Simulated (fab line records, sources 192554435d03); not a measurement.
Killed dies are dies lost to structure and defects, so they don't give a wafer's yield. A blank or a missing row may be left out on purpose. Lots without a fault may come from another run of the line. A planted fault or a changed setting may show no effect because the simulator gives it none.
Which tool did it? | flow n5_finfet | 19 lots, 57 wafers sampled, at 3 steps of a route of 1938

WHAT THE GAUGES READ, wafer by wafer
N5_BEOL_M4_RC_MEAS_101. Usual: DIBL_N 36.3 mV/V, standard deviation 2.2; DIBL_P 36.0 mV/V, standard deviation 2.4; IOFF_N 0.16 nA/um, standard deviation 0.042; IOFF_P 0.22 nA/um, standard deviation 0.041; ION_N 672 uA/um, standard deviation 14; ION_P 462 uA/um, standard deviation 7.9; SS_N 71.7 mV/dec, standard deviation 0.76; SS_P 73.3 mV/dec, standard deviation 0.72; VT_N 250 mV, standard deviation 3.6; VT_P -249 mV, standard deviation 3.
lot  | measured     | on        | DIBL_N (mV/V)  | DIBL_P (mV/V)  | IOFF_N (nA/um) | IOFF_P (nA/um) | ION_N (uA/um) | ION_P (uA/um) | SS_N (mV/dec)  | SS_P (mV/dec)  | VT_N (mV)   | VT_P (mV)      | flag
L074 | day 7 23:23  | prober-02 | 37.2 33.5 36.3 | 38.0 32.9 36.5 | 0.19 0.13 0.16 | 0.24 0.16 0.21 | 680 664 661   | 463 457 459   | 72.1 71.2 71.8 | 74.9 72.7 73.9 | 245 251 253 | -252 -252 -251 |
L075 | day 8 07:45  | prober-02 | 37.1 35.7 38.0 | 36.6 36.3 37.9 | 0.18 0.15 0.20 | 0.24 0.24 0.27 | 673 667 679   | 467 466 463   | 71.0 71.5 72.0 | 73.4 73.0 73.9 | 251 252 244 | -249 -246 -244 |
L076 | day 8 11:30  | prober-02 | 34.8 38.0 36.3 | 35.2 37.8 36.1 | 0.15 0.21 0.17 | 0.20 0.26 0.22 | 679 687 689   | 465 464 465   | 70.7 72.2 71.3 | 72.5 74.1 73.2 | 251 248 249 | -251 -249 -251 |
L077 | day 8 12:30  | prober-01 | 34.9 34.7 34.9 | 34.5 34.2 34.7 | 0.14 0.14 0.15 | 0.20 0.20 0.20 | 668 670 678   | 463 463 467   | 72.2 71.0 71.4 | 73.3 73.2 73.4 | 249 249 247 | -248 -250 -246 |
L078 | day 8 23:58  | prober-02 | 37.0 38.0 37.0 | 38.2 38.6 37.7 | 0.18 0.19 0.17 | 0.25 0.25 0.24 | 675 666 676   | 465 454 470   | 72.0 72.3 72.0 | 74.1 73.6 73.1 | 248 246 247 | -249 -251 -249 |
L080 | day 9 13:12  | prober-01 | 32.6 35.4 35.2 | 30.9 35.6 34.7 | 0.10 0.16 0.14 | 0.14 0.20 0.18 | 651 671 661   | 450 460 454   | 71.1 71.6 72.3 | 71.5 72.7 72.0 | 256 248 248 | -253 -250 -250 |
L083 | day 9 21:14  | prober-01 | 36.6 35.3 34.7 | 36.9 34.9 34.5 | 0.16 0.14 0.12 | 0.21 0.18 0.17 | 660 674 661   | 459 457 461   | 71.6 71.3 71.5 | 73.5 73.5 72.8 | 250 252 255 | -249 -254 -252 |
L085 | day 10 04:07 | prober-01 | 38.3 35.6 37.6 | 37.9 33.7 35.8 | 0.18 0.14 0.15 | 0.26 0.19 0.23 | 672 668 663   | 471 458 464   | 72.0 71.0 72.1 | 73.9 72.3 73.1 | 250 254 253 | -249 -252 -248 |
L086 | day 11 03:26 | prober-02 | 40.4 36.1 36.4 | 38.4 35.9 36.5 | 0.35 0.17 0.17 | 0.28 0.22 0.23 | 682 662 650   | 459 457 448   | 75.0 71.7 72.5 | 73.8 73.2 73.4 | 244 249 250 | -248 -250 -252 |
L089 | day 11 09:41 | prober-02 | 34.4 34.4 33.5 | 35.2 34.6 34.2 | 0.16 0.16 0.14 | 0.24 0.23 0.22 | 671 689 668   | 466 475 464   | 72.1 71.0 70.8 | 73.3 73.2 72.4 | 250 247 252 | -245 -244 -246 |
L087 | day 11 12:07 | prober-02 | 36.8 35.6 35.8 | 36.9 35.2 34.2 | 0.16 0.14 0.12 | 0.25 0.22 0.20 | 674 661 643   | 469 463 445   | 72.6 71.7 72.1 | 73.8 73.7 73.2 | 249 252 255 | -247 -248 -250 |
L088 | day 12 01:55 | prober-02 | 35.7 35.9 31.8 | 37.7 38.6 33.2 | 0.15 0.17 0.11 | 0.22 0.25 0.17 | 674 675 653   | 459 465 458   | 71.7 71.6 71.1 | 74.1 74.2 72.6 | 252 249 253 | -250 -247 -253 |
L091 | day 12 05:41 | prober-01 | 35.7 31.3 37.2 | 35.3 30.2 37.2 | 0.14 0.09 0.17 | 0.18 0.13 0.20 | 650 645 662   | 445 453 460   | 71.6 70.0 72.2 | 72.7 71.8 73.2 | 253 256 250 | -252 -254 -251 |
L090 | day 12 21:29 | prober-01 | 38.7 36.1 37.1 | 37.8 35.1 34.7 | 0.20 0.13 0.14 | 0.27 0.21 0.22 | 682 671 649   | 466 471 452   | 72.4 70.9 72.4 | 74.4 72.9 73.1 | 246 253 254 | -247 -249 -250 |
L092 | day 13 06:53 | prober-01 | 35.3 35.4 38.4 | 33.0 32.8 37.0 | 0.13 0.14 0.21 | 0.18 0.19 0.25 | 679 667 696   | 469 457 479   | 70.9 71.1 71.5 | 73.2 73.2 73.8 | 254 252 247 | -253 -255 -248 |
L094 | day 14 04:23 | prober-02 | 36.8 36.5 36.3 | 37.1 38.0 37.4 | 0.18 0.20 0.18 | 0.24 0.26 0.23 | 679 706 692   | 464 483 467   | 72.0 71.7 71.8 | 73.5 73.3 73.1 | 247 243 248 | -248 -245 -246 |
L096 | day 14 04:40 | prober-01 | 39.2 38.6 38.5 | 37.0 38.2 37.3 | 0.23 0.20 0.20 | 0.21 0.22 0.21 | 668 685 688   | 447 460 454   | 74.3 72.2 72.5 | 73.7 73.6 73.6 | 251 249 250 | -253 -251 -250 |
L097 | day 14 21:55 | prober-02 | 36.6 34.5 33.8 | 36.4 35.3 34.7 | 0.15 0.13 0.11 | 0.18 0.18 0.16 | 655 664 657   | 445 459 453   | 72.2 70.8 70.8 | 73.0 72.3 72.7 | 253 251 255 | -253 -255 -252 |
L095 | day 15 06:28 | prober-01 | 33.2 34.1 33.4 | 34.8 35.7 34.9 | 0.14 0.15 0.14 | 0.19 0.19 0.20 | 674 685 672   | 468 470 465   | 70.5 71.1 71.2 | 72.9 72.8 72.7 | 251 249 250 | -251 -251 -250 |

N5_BEOL_M5_OVL_MEAS_29. Usual: V4_OVL -0.4 nm, standard deviation 0.64.
lot  | measured     | on         | V4_OVL (nm)    | flag
L074 | day 8 02:18  | overlay-01 | -0.2 -0.1 -0.9 |
L075 | day 8 11:02  | overlay-01 | -0.5 0.7 -0.9  |
L076 | day 8 16:16  | overlay-02 | -0.1 0.1 -0.1  |
L077 | day 8 16:27  | overlay-02 | -0.3 0.2 0.3   |
L078 | day 9 03:52  | overlay-01 | -0.7 -1.5 -0.5 |
L080 | day 9 16:38  | overlay-02 | 0.0 0.7 -0.8   |
L083 | day 10 04:28 | overlay-01 | 0.1 -0.7 0.1   |
L085 | day 10 08:20 | overlay-01 | -0.7 -0.5 0.0  |
L086 | day 11 09:49 | overlay-01 | -0.8 -1.3 -1.1 |
L089 | day 11 12:52 | overlay-01 | 0.0 -0.9 -1.3  |
L087 | day 11 16:03 | overlay-01 | -0.9 -1.0 0.0  |
L088 | day 12 07:50 | overlay-01 | -0.1 -0.8 -0.4 |
L091 | day 12 09:39 | overlay-01 | 0.3 -1.3 0.1   |
L090 | day 13 02:32 | overlay-01 | -0.8 -0.3 -0.7 |
L092 | day 13 11:02 | overlay-02 | -0.4 -0.1 -0.4 |
L094 | day 14 12:08 | overlay-02 | 0.2 -0.4 0.2   |
L096 | day 14 11:55 | overlay-01 | 0.0 0.6 -0.6   |
L097 | day 15 02:41 | overlay-01 | -0.4 0.0 -0.7  |
L095 | day 15 12:38 | overlay-02 | -0.5 -0.6 -1.1 |

WHICH TOOL RAN EACH LOT (tool, then ch and the chambers of the sampled wafers, then the start)
lot  | N5_BEOL_M5_ETCH_72
L074 | rie_diel-06 ch 0,1,2, day 8 01:34
L075 | rie_diel-02 ch 0,3, day 8 10:05
L076 | rie_diel-04 ch 0,1, day 8 15:25
L077 | rie_diel-06 ch 0,2, day 8 15:28
L078 | rie_diel-06 ch 1,2,3, day 9 03:07
L080 | rie_diel-04 ch 1,3, day 9 15:35
L083 | rie_diel-04 ch 0,1,3, day 10 00:39
L085 | rie_diel-06 ch 1,2, day 10 06:42
L086 | rie_diel-04 ch 0,1,2, day 11 05:50
L089 | rie_diel-06 ch 1,2, day 11 11:58
L087 | rie_diel-02 ch 0,3, day 11 15:07
L088 | rie_diel-06 ch 1,2, day 12 05:43
L091 | rie_diel-02 ch 0,1,3, day 12 08:51
L090 | rie_diel-04 ch 0,1,3, day 13 00:52
L092 | rie_diel-02 ch 1,2,3, day 13 09:16
L094 | rie_diel-06 ch 0,1,2, day 14 07:24
L096 | rie_diel-02 ch 1,2,3, day 14 07:27
L097 | rie_diel-02 ch 0,1,3, day 15 00:35
L095 | rie_diel-02 ch 2,3, day 15 10:01
- N5_BEOL_M5_ETCH_72: etches underlayer in N2/H2, target depth 6.5 nm, time 5.2 s.

WHAT THE TOOLS THEMSELVES READ (means of the sampled wafers that have a number; where no wafer has one, the mark that the record gives instead)
N5_BEOL_M5_ETCH_72. Usual: chamber_pressure_mTorr 30.00 mTorr, standard deviation 0.039; drypump_motor_current_A 5.5 A, standard deviation 0.5; etch_rf_on_time_s 5.20 s, standard deviation 0.13; oes_product_au 0.67 a.u., standard deviation 0.069; rf_vpp_V 524.3 V, standard deviation 1.8; showerhead_plenum_p_Torr 2.56 Torr, standard deviation 0.056; throttle_valve_pct 17.92 %, standard deviation 0.21.
lot  | tool        | chamber_pressure_mTorr (mTorr) | drypump_motor_current_A (A) | etch_rf_on_time_s (s) | oes_product_au (a.u.) | rf_vpp_V (V) | showerhead_plenum_p_Torr (Torr) | throttle_valve_pct (%) | flag
L074 | rie_diel-06 | 29.99                          | 5.4                         | 5.21                  | 0.63                  | 524.5        | 2.56                            | 17.97                  |
L075 | rie_diel-02 | 30.03                          | 5.2                         | 5.34                  | 0.61                  | 525.3        | 2.57                            | 18.11                  |
L076 | rie_diel-04 | 30.02                          | 5.9                         | 5.12                  | 0.66                  | 526.2        | 2.62                            | 17.82                  |
L077 | rie_diel-06 | 29.98                          | 5.2                         | 5.23                  | 0.60                  | 522.6        | 2.52                            | 17.85                  |
L078 | rie_diel-06 | 30.00                          | 5.8                         | 5.07                  | 0.70                  | 523.9        | 2.56                            | 18.02                  |
L080 | rie_diel-04 | 29.98                          | 5.6                         | 5.13                  | 0.68                  | 526.1        | 2.60                            | 17.80                  |
L083 | rie_diel-04 | 29.99                          | 5.5                         | 5.13                  | 0.67                  | 525.1        | 2.59                            | 17.80                  |
L085 | rie_diel-06 | 30.01                          | 5.6                         | 5.15                  | 0.63                  | 525.5        | 2.60                            | 18.11                  |
L086 | rie_diel-04 | 29.98                          | 5.4                         | 5.16                  | 0.67                  | 525.1        | 2.55                            | 17.86                  |
L089 | rie_diel-06 | 30.00                          | 5.6                         | 5.21                  | 0.62                  | 524.7        | 2.59                            | 18.13                  |
L087 | rie_diel-02 | 29.95                          | 5.1                         | 5.38                  | 0.61                  | 523.8        | 2.61                            | 18.00                  |
L088 | rie_diel-06 | 29.99                          | 5.6                         | 5.17                  | 0.62                  | 524.8        | 2.59                            | 18.14                  |
L091 | rie_diel-02 | 30.00                          | 5.3                         | 5.34                  | 0.61                  | 523.4        | 2.57                            | 18.04                  |
L090 | rie_diel-04 | 29.99                          | 5.5                         | 5.10                  | 0.65                  | 524.7        | 2.58                            | 17.84                  |
L092 | rie_diel-02 | 29.99                          | 5.7                         | 5.25                  | 0.67                  | 526.2        | 2.59                            | 17.87                  |
L094 | rie_diel-06 | 29.97                          | 5.4                         | 5.15                  | 0.67                  | 523.9        | 2.55                            | 17.90                  |
L096 | rie_diel-02 | 30.02                          | 5.7                         | 5.27                  | 0.66                  | 524.1        | 2.59                            | 17.88                  |
L097 | rie_diel-02 | 29.96                          | 5.3                         | 5.39                  | 0.60                  | 524.0        | 2.56                            | 18.07                  |
L095 | rie_diel-02 | 29.97                          | 5.9                         | 5.20                  | 0.69                  | 524.7        | 2.60                            | 17.84                  |

THE ANSWER, worked out from the rows above alone
Rule: a lot is off if the mean of its wafers that have a number lies more than 3 standard deviations from the usual mean. A lot without any number at a reading at which 4 lots or more have one is off too. The other lots that the step has rows for count as sound. The gauges are gone through in route order, then the tools' own readings, and for those a lot's mean is taken as printed above. The first step at which some lot is off is used, and at that step the reading that is off furthest; a lot without a number counts as furthest.
No lot is off at any reading shown: from this, nothing can be told.

WHAT THE SIMULATOR HAD PUT IN
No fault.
